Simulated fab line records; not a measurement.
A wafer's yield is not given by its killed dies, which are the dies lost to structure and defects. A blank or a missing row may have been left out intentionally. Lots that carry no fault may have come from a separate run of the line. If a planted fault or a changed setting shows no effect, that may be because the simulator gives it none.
fab line records | flow nand-harc
[record] lots = 6 wafers = 18 last-day = 24
route steps=1159 shown A_CHANNEL_HOLE_D1@471 END@1159
lots that met no fault: taken from a fault-free run of the same line
start-h: the number of hours between the record's first day and the start of the first shown wafer of the lot | wait-h: hours elapsed since this lot's preceding step | " as in the row above | L1.1+2: several wafers, shown together as one row | - either no value or no given start | * or withheld: withheld | < > ~ a bound
route shown NAME@n: names a module that has steps shown in the file, with the first one's number in the route | usual: mean/standard deviation of fault-free wafers | same: alike in all rows | chamber/n: place in a boat | sites: each site's reading | _std_site: standard deviation across them | _edge_site: inner sites' mean taken away from outer sites' mean | radius-mm: how far each site lies from the wafer's centre | mask NAME#n: copy n | behind: tool/chamber where the wafer was last shaped | hold: the reason the lot was held/the length of the hold in hours/how it ended | device: the transistor (n, p or np) that didn't switch | end of line: tests of these same wafers at the route's end | a step given without rows: its recipe and nothing more | killed: at the first sort, the dies lost to defects and structure; wafer yield is something else | map: dies across one wafer; x = killed, . = not, _ = none there
set.NAME: the setting that was run; set.NAME@STEP: the one run at that earlier step | model.NAME: the simulator's own value behind a step, which no gauge read
lots seen at some steps along the route; tables by step, rows by wafer
services: the hour from which a tool's chamber was out of use, counted from the record's first day as start-h (under 0 if before that day), plus the number of hours and why
[[steps]]
[step NHARC_A_CHANNEL_HOLE_D1_ETCH_19]
[recipe] bias-v = 1200 source-w = 2500 pressure-mtorr = 15 time-s = 34.5 ar-flow-sccm = 375 c4f8-flow-sccm = 28.8 o2-flow-sccm = 96.2 temp-c = -20 target-depth-a = * chemistry = C4F8/O2/Ar
[usual] drypump-motor-current-A = 5.7/0.38 run-length-s = 35.87/0.28 showerhead-plenum-p-Torr = 3.66/0.11 throttle-valve-pct = 37.037/0.0081
// columns lot.wafer tool chamber start-h wait-h drypump-motor-current-A rf-hours-counter-h run-length-s showerhead-plenum-p-Torr throttle-valve-pct
L691.1 har-etch-02 0 183.62 0.1 5.9 97 36.44 3.60 37.041
L691.4 " 1 " " 6.2 - 35.51 3.60 37.029
L691.5 " 0 " " 5.9 - 36.06 3.60 37.034
L696.1 har-etch-02 0 203.95 0.3 5.9 110 36.34 3.60 37.026
L696.4 " 0 " " 5.9 - 36.54 3.60 37.025
L696.5 " 1 " " 6.2 - 35.66 3.59 37.044
L699.1 har-etch-01 0 228.50 0.1 5.6 216 35.78 3.86 37.031
L699.3 " 1 " " 5.2 - 35.56 3.64 37.048
L699.5 " 1 " " 5.1 - 35.92 3.64 37.032
L701.2 har-etch-02 1 243.44 0.1 6.2 123 35.90 3.59 37.037
L701.4 " 1 " " 6.2 - 35.60 3.59 37.040
L701.3 " 0 " " 5.8 - 35.97 3.59 37.042
L713.4 har-etch-01 1 297.60 0.1 5.2 - 35.53 3.62 37.043
L713.6 " 1 " " 5.2 - 36.11 3.62 37.036
L713.5 " 0 " " 5.6 - 35.50 3.84 37.044
L714.1 har-etch-02 0 319.34 2.3 5.9 163 36.18 3.57 37.036
L714.4 " 1 " " 6.2 - 36.05 3.56 37.024
L714.6 " 0 " " 5.9 - 36.13 3.57 37.034
[step NHARC_A_CHANNEL_HOLE_D1_ETCH_20]
[recipe] bias-v = 3000 source-w = withheld pressure-mtorr = 20 time-s = 361.9 ar-flow-sccm = 375 c4f8-flow-sccm = 89.3 o2-flow-sccm = 35.7 temp-c = -20 target-depth-a = 16000 chemistry = C4F8/O2/Ar
[step NHARC_A_CHANNEL_HOLE_D1_ETCH_21]
[recipe] bias-v = 3000 source-w = withheld pressure-mtorr = 20 time-s = 514.3 ar-flow-sccm = 375 c4f8-flow-sccm = 89.3 o2-flow-sccm = 35.7 temp-c = -20 target-depth-a = 16000 chemistry = C4F8/O2/Ar
[usual] drypump-motor-current-A = 5.8/0.38 run-length-s = 499.3/0 showerhead-plenum-p-Torr = 3.62/0.11 throttle-valve-pct = 32.155/0.0088
// columns lot.wafer tool chamber start-h wait-h drypump-motor-current-A rf-hours-counter-h run-length-s showerhead-plenum-p-Torr throttle-valve-pct
L691.1 har-etch-02 0 184.06 0.3 5.8 98 499.3 3.57 32.147
L691.4 " 1 " " 6.2 - 499.3 3.56 32.138
L691.5 " 0 " " 5.9 - 499.3 3.56 32.175
L696.1 har-etch-02 0 204.38 0.3 5.8 111 499.3 3.56 32.159
L696.4 " 0 " " 5.8 - 499.3 3.56 32.162
L696.5 " 1 " " 6.2 - 499.3 3.56 32.156
L699.1 har-etch-01 0 228.93 0.3 5.6 216 499.3 3.81 32.154
L699.3 " 1 " " 5.2 - 499.3 3.60 32.156
L699.5 " 1 " " 5.2 - 499.3 3.60 32.151
L701.2 har-etch-02 1 243.86 0.3 6.2 123 499.3 3.55 32.169
L701.4 " 1 " " 6.2 - 499.3 3.55 32.160
L701.3 " 0 " " 5.8 - 499.3 3.55 32.163
L713.4 har-etch-01 1 298.13 0.3 5.2 - 499.3 3.58 32.145
L713.6 " 1 " " 5.2 - 499.3 3.58 32.144
L713.5 " 0 " " 5.7 - 499.3 3.79 32.164
L714.1 har-etch-02 0 319.77 0.3 5.9 163 499.3 3.53 32.156
L714.4 " 1 " " 6.2 - 499.3 3.53 32.149
L714.6 " 0 " " 5.9 - 499.3 3.53 32.166
[step NHARC_A_CHANNEL_HOLE_D1_ETCH_22]
[recipe] bias-v = 3000 source-w = withheld pressure-mtorr = 20 time-s = 666.7 ar-flow-sccm = 375 c4f8-flow-sccm = 89.3 o2-flow-sccm = 35.7 temp-c = -20 target-depth-a = 16000 chemistry = C4F8/O2/Ar
[usual] drypump-motor-current-A = 5.8/0.38 run-length-s = 651.7/0 showerhead-plenum-p-Torr = 3.62/0.11 throttle-valve-pct = 32.156/0.0097
// columns lot.wafer tool chamber start-h wait-h drypump-motor-current-A rf-hours-counter-h run-length-s showerhead-plenum-p-Torr throttle-valve-pct
L691.1 har-etch-02 0 184.51 0.4 5.8 98 651.7 3.56 32.153
L691.4 " 1 " " 6.2 - 651.7 3.56 32.161
L691.5 " 0 " " 5.9 - 651.7 3.56 32.164
L696.1 har-etch-02 0 204.82 0.4 5.8 111 651.7 3.56 32.161
L696.4 " 0 " " 5.8 - 651.7 3.56 32.174
L696.5 " 1 " " 6.2 - 651.7 3.56 32.141
L699.1 har-etch-01 0 229.37 0.4 5.6 216 651.7 3.81 32.149
L699.3 " 1 " " 5.2 - 651.7 3.60 32.156
L699.5 " 1 " " 5.2 - 651.7 3.60 32.154
L701.2 har-etch-02 1 244.31 0.4 6.2 124 651.7 3.55 32.168
L701.4 " 1 " " 6.2 - 651.7 3.55 32.145
L701.3 " 0 " " 5.9 - 651.7 3.55 32.159
L713.4 har-etch-01 1 298.62 0.4 5.2 - 651.7 3.58 32.141
L713.6 " 1 " " 5.2 - 651.7 3.58 32.167
L713.5 " 0 " " 5.6 - 651.7 3.79 32.157
L714.1 har-etch-02 0 320.20 0.4 5.9 164 651.7 3.53 32.163
L714.4 " 1 " " 6.3 - 651.7 3.53 32.168
L714.6 " 0 " " 5.9 - 651.7 3.53 32.153
[step NHARC_A_CHANNEL_HOLE_D1_ETCH_23]
[recipe] bias-v = 5000 source-w = withheld pressure-mtorr = 20 time-s = 819 ar-flow-sccm = 375 c4f8-flow-sccm = 89.3 o2-flow-sccm = 35.7 temp-c = -20 target-depth-a = 16000 chemistry = C4F8/O2/Ar
[usual] drypump-motor-current-A = 5.8/0.38 run-length-s = 804/0 showerhead-plenum-p-Torr = 3.62/0.11 throttle-valve-pct = 32.156/0.0094
// columns lot.wafer tool chamber start-h wait-h drypump-motor-current-A rf-hours-counter-h run-length-s showerhead-plenum-p-Torr throttle-valve-pct
L691.1 har-etch-02 0 185.07 0.5 5.8 99 804 3.56 32.163
L691.4 " 1 " " 6.2 - 804 3.56 32.144
L691.5 " 0 " " 5.9 - 804 3.56 32.156
L696.1 har-etch-02 0 205.39 0.5 5.9 112 804 3.56 32.154
L696.4 " 0 " " 5.9 - 804 3.56 32.138
L696.5 " 1 " " 6.2 - 804 3.56 32.163
L699.1 har-etch-01 0 229.94 0.5 5.6 217 804 3.81 32.155
L699.3 " 1 " " 5.2 - 804 3.60 32.171
L699.5 " 1 " " 5.2 - 804 3.60 32.136
L701.2 har-etch-02 1 244.87 0.5 6.2 124 804 3.55 32.163
L701.4 " 1 " " 6.2 - 804 3.55 32.151
L701.3 " 0 " " 5.8 - 804 3.55 32.147
L713.4 har-etch-01 1 299.23 0.5 5.2 - 804 3.58 32.146
L713.6 " 1 " " 5.2 - 804 3.58 32.151
L713.5 " 0 " " 5.7 - 804 3.79 32.162
L714.1 har-etch-02 0 320.77 0.5 5.8 164 804 3.53 32.154
L714.4 " 1 " " 6.2 - 804 3.53 32.147
L714.6 " 0 " " 5.8 - 804 3.53 32.159
[step NHARC_A_CHANNEL_HOLE_D1_ETCH_24]
[recipe] bias-v = 5000 source-w = withheld pressure-mtorr = 20 time-s = 906.2 ar-flow-sccm = 375 c4f8-flow-sccm = 93.8 o2-flow-sccm = 31.2 temp-c = -20 target-depth-a = 15000 chemistry = C4F8/O2/Ar
[step NHARC_A_CHANNEL_HOLE_D1_ETCH_25]
[recipe] bias-v = 5000 source-w = withheld pressure-mtorr = 20 time-s = 1040.2 ar-flow-sccm = 375 c4f8-flow-sccm = 93.8 o2-flow-sccm = 31.2 temp-c = -20 target-depth-a = 15000 chemistry = C4F8/O2/Ar
[step NHARC_A_CHANNEL_HOLE_D1_ETCH_26]
[recipe] bias-v = 300 source-w = 2000 pressure-mtorr = 30 time-s = 224.1 ar-flow-sccm = 375 c4f8-flow-sccm = 11.4 o2-flow-sccm = 113.6 temp-c = -20 target-depth-a = 3000 chemistry = C4F8/O2/Ar
[step NHARC_A_CHANNEL_HOLE_D1_ETCH_33]
[recipe] bias-v = 400 source-w = 2000 pressure-mtorr = 25 time-s = 90 ar-flow-sccm = 375 c4f8-flow-sccm = 41.7 o2-flow-sccm = 83.3 temp-c = -20 target-depth-a = 4000 chemistry = C4F8/O2/Ar
[step NHARC_A_CHANNEL_HOLE_D1_STRIP_41]
[recipe] n2-flow-sccm = 150 h2-flow-sccm = 150 ar-flow-sccm = 0 bias-w = 0 chemistry = N2/H2
[step NHARC_A_CHANNEL_HOLE_D1_STRIP_42]
[recipe] cf4-flow-sccm = 100 chf3-flow-sccm = 30 ar-flow-sccm = 0 bias-w = 0 chemistry = CF4/CHF3
[step NHARC_A_CHANNEL_HOLE_D1_STRIP_43]
[recipe] o2-flow-sccm = 400 cos-flow-sccm = 20 ar-flow-sccm = 0 bias-w = 0 chemistry = O2/COS
[step NHARC_A_CHANNEL_HOLE_D1_ETCH_44]
[recipe] target-depth-a = 1400 overetch-a = 140 time-s = 77 ion-energy-ev = 100 cf4-flow-sccm = 80 o2-flow-sccm = 20 ar-flow-sccm = 0 rf-w = 300 bias-w = 100 chemistry = CF4/O2
[usual] drypump-motor-current-A = 5.7/0.64 oes-product-au = 1.002/0.0078 rf-vpp-V = 198.2/1.2 run-length-s = 98.0/0.4 showerhead-plenum-p-Torr = 1.36/0.041 throttle-valve-pct = 13.397/0.0091
// columns lot.wafer tool chamber start-h wait-h drypump-motor-current-A oes-product-au rf-hours-counter-h rf-vpp-V run-length-s showerhead-plenum-p-Torr throttle-valve-pct
L691.1 rie-diel-05 2 188.40 0.1 5.6 1.003 1 199.2 98.5 1.40 13.394
L691.4 " 1 " " 6.2 1.011 - 195.8 98.5 1.34 13.403
L691.5 " 2 " " 5.6 1.001 - 198.6 98.3 1.40 13.384
L696.4 rie-diel-13 3 208.71 0.0 6.5 0.995 7 200.0 97.6 1.38 13.401
L696.1 " 0 " " 4.8 0.998 7 198.4 97.6 1.29 13.377
L696.5 " 0 " " 4.8 0.995 - 196.9 98.4 1.29 13.388
L699.1 rie-diel-05 1 233.22 0.1 6.2 1.002 3 197.5 98.2 1.34 13.396
L699.3 " 0 " " 6.0 0.998 3 197.8 91.8 1.35 13.398
L699.5 " 2 " " 5.6 1.009 - 200.5 98.3 1.40 13.403
L701.4 rie-diel-05 0 248.19 0.1 6.1 1.007 4 198.4 92.1 1.35 13.396
L701.3 " 1 " " 6.2 0.998 4 198.8 98.3 1.34 13.390
L701.2 " 2 " " 5.6 0.998 4 198.7 98.1 1.40 13.401
L713.4 rie-diel-09 1 302.32 0.1 5.7 0.990 4 198.1 97.7 1.29 13.394
L713.6 " 2 " " 5.4 0.984 - 196.6 99.0 1.29 13.385
L713.5 " 3 " " 4.7 0.997 - 198.3 97.5 1.36 13.386
L714.1 rie-diel-13 0 324.06 0.1 4.8 1.006 2 196.3 97.6 1.29 13.404
L714.4 " 2 " " 5.2 1.004 2 199.6 98.0 1.39 13.406
L714.6 " 0 " " 4.8 1.004 - 197.1 97.5 1.29 13.398
[step NHARC_A_CHANNEL_HOLE_D1_STRIP_27]
[recipe] o2-flow-sccm = 500 ar-flow-sccm = 0 bias-w = 0 chemistry = O2
[usual] drypump-motor-current-A = 5.7/0.63 oes-product-au = 1.002/0.0087 rf-vpp-V = 57.8/0.81 showerhead-plenum-p-Torr = 3.58/0.1 throttle-valve-pct = 17.037/0.0084
// columns lot.wafer tool chamber start-h wait-h drypump-motor-current-A oes-product-au rf-hours-counter-h rf-vpp-V showerhead-plenum-p-Torr throttle-valve-pct
L691.1 rie-diel-05 2 - - 5.6 1.002 1 58.8 3.69 17.026
L691.5 " 1 " " 6.2 1.010 - 57.6 3.55 17.023
L691.4 " 0 " " 6.1 1.006 - 57.1 3.57 17.036
L696.1 rie-diel-13 2 - - 5.2 1.001 6 57.1 3.68 17.039
L696.4 " 3 " " 6.5 1.011 7 57.2 3.65 17.038
L696.5 " 1 " " 6.8 1.014 - 57.8 3.65 17.036
L699.1 rie-diel-05 2 - - 5.6 0.993 3 57.5 3.69 17.041
L699.3 " 3 " " 5.4 1.001 2 58.2 3.59 17.033
L699.5 " 0 " " 6.1 1.011 - 57.6 3.56 17.049
L701.3 rie-diel-05 1 - - 6.2 1.008 4 58.4 3.55 17.035
L701.4 " 2 " " 5.6 1.007 4 59.7 3.69 17.042
L701.2 " 3 " " 5.4 1.005 2 58.2 3.59 17.040
L713.4 rie-diel-09 1 - - 5.8 0.988 4 57.1 3.42 17.050
L713.5 " 2 " " 5.4 0.996 - 57.0 3.40 17.046
L713.6 " 3 " " 4.7 0.992 - 58.5 3.58 17.037
L714.1 rie-diel-13 3 - - 6.5 0.998 2 58.9 3.65 17.040
L714.4 " 1 " " 6.8 1.002 2 57.3 3.64 17.034
L714.6 " 0 " " 4.8 0.988 - 56.6 3.41 17.028
[step NHARC_END_SORT_01]
[recipe] temp-c = 25
[usual] killed-at-array = 24/7.4 killed-at-other = 0.5/0.81 killed-at-periphery = 3.4/2.3 killed-dies = 28/8 killed-open = 3.4/1.8 killed-short = 2.0/1.4
[same] gross-dies = 677
// columns lot.wafer tool chamber start-h wait-h killed-at-array killed-at-other killed-at-periphery killed-dies killed-open killed-short
L699.3 prober-01 0 489.85 3.1 156 3 2 161 1 1
L701.4 prober-01 0 499.88 3.4 153 0 4 157 4 2
// killed by level:class
L699.3 A_CHANNEL_HOLE_D1:area-etch=132 A_SLIT:chamber-film-flake=8 A_CONTACT:chamber-film-flake=6 A_CHANNEL_HOLE_D1:chamber-film-flake=6 THIN_TSV:chamber-film-flake=3 P_M0:geometric-particle:open=1 A_ONON_D1:geometric-particle:short=1 P_BONDPAD:chamber-film-flake=1
L701.4 A_CHANNEL_HOLE_D1:area-etch=121 A_SLIT:chamber-film-flake=10 A_CHANNEL_HOLE_D1:chamber-film-flake=6 A_STAIRCASE:chamber-film-flake=5 A_CONTACT:chamber-film-flake=4 A_WL_FILL:chamber-film-flake=2 P_STI:geometric-particle:short=1 P_GATE:geometric-particle:open=1
// map L699.3 (x killed, . not)
____________x____________
_________.x....._________
_______.xx.xx...x._______
______..x.x..x.....______
_____.......xx......_____
____.x..x..x.x.......____
____.................____
___..x.........x.....x___
___..x.x..............___
__x.........x..........__
__xx...........x.......__
_xx...x................._
_....................x.._
_.x....................._
_x.xx..........x..x....._
_.x....................._
x..x..x..................
xx.......................
xx....x................xx
xx.x...........x.........
x.x...............x.....x
_xxx...................._
_xxx...................x_
_.xxxx.x................_
_x.xx...xx.x..........x._
_xxxxx............x.x..x_
__.xx.x..............x.__
__xx.x.......x.....x.x.__
___x.x..xx.x.....xx...___
___xxx.x.x.x.........x___
____xxxxx......x.x.xx____
____xxxxx.xx.....xxxx____
_____xx.xx..xx.....x_____
______xxxxxxxxxxx..______
_______xxxxxx.xxxx_______
_________xxxxx.x_________
____________x____________
// map L701.4 (x killed, . not)
____________.____________
_________x......_________
_______..x..x....._______
______....x........______
_____.....xx........_____
____.....x..x...x..xx____
____..x..xxx...x.....____
___x......x.....x.....___
___x.......xx.x.x.....___
__.x.....x....x........__
__........x..xx.....x..__
_......x..xx.xx...x....._
_....x...x...x.x..xx...._
_....x.......x...x......_
_........x..xx.........._
_...x..xx.........x....._
.........xxx.xx..xx......
..x....x.......x..x..x...
..x..xx....xx.x..x..x....
xxx....xx.x..x...x.......
x.xxx.xxxxx..............
_....x.x..x.....x..x.xx._
_....x....xx............_
_.xx...xxx....x........._
_.....x.xx...x...x...xx._
_....x.....x...x........_
__..x...x.x....xxx.....__
__.x..x.xx...x.x.....x.__
___..x......x.x.......___
___...x..x..x...x....x___
____x....x.xx.x......____
____.....x...........____
_____.x.x.xx...xx..._____
______.xx.xx.x..x..______
_______...x......._______
_________.....x._________
____________.____________
[[services]]
// columns tool chamber start-h hours kind
rie-diel-05 - 163.66 9.0 pm
rie-diel-05 0 163.66 9.0 vent-cycle
rie-diel-05 1 163.66 9.0 vent-cycle
rie-diel-05 2 163.66 9.0 vent-cycle
rie-diel-05 3 163.66 9.0 vent-cycle
rie-diel-09 2 167.06 13.7 repair
rie-diel-05 0 172.66 - clean
rie-diel-05 1 172.66 - clean
rie-diel-05 2 172.66 - clean
rie-diel-05 3 172.66 - clean
rie-diel-05 3 176.30 15.1 repair
rie-diel-13 2 194.24 4.3 repair
rie-diel-05 0 197.16 - clean
rie-diel-09 - 254.22 9.0 pm
rie-diel-05 2 255.55 2.5 repair
rie-diel-13 1 262.52 1.6 repair
rie-diel-13 - 276.00 9.0 pm
har-etch-01 - 305.08 17.0 pm
har-etch-01 0 305.08 17.0 vent-cycle
har-etch-01 1 305.08 17.0 vent-cycle
har-etch-01 0 322.08 - clean
har-etch-01 0 322.08 - consumable-replace:focus-ring
har-etch-01 1 322.08 - clean
har-etch-01 1 322.08 - consumable-replace:focus-ring
[[key]]
[first-sign] step = NHARC_A_CHANNEL_HOLE_D1_ETCH_44 reading = run-length-s direction = down sigmas = 15 usual = * struck = *
[effect] step = NHARC_END_SORT_01 reading = killed-at-array direction = up sigmas = 18 usual = 24 struck = 154
[more-kills-born-at] NHARC_A_CHANNEL_HOLE_D1_ETCH_44@rie-diel-05 = 253
met-at NHARC_A_CHANNEL_HOLE_D1_ETCH_44
struck-wafers L699.3,L701.4
tester-left-out L699,L701
[fault] kind = process-parameter-drift tool = rie-diel-05 chamber = 0 onset-h = 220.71 steps = NHARC_A_CHANNEL_HOLE_D1_ETCH_44 channel = time-s offset = * shape = step end-h = 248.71 acts-in = * stated = *
// tester-left-out: of these lots the tester's yield and bins aren't shown, on N5 and GAA mostly nor the transistor test; their killed dies are dies lost to structure and defects alone, not to doping, threshold or leakage, so they don't give the yield
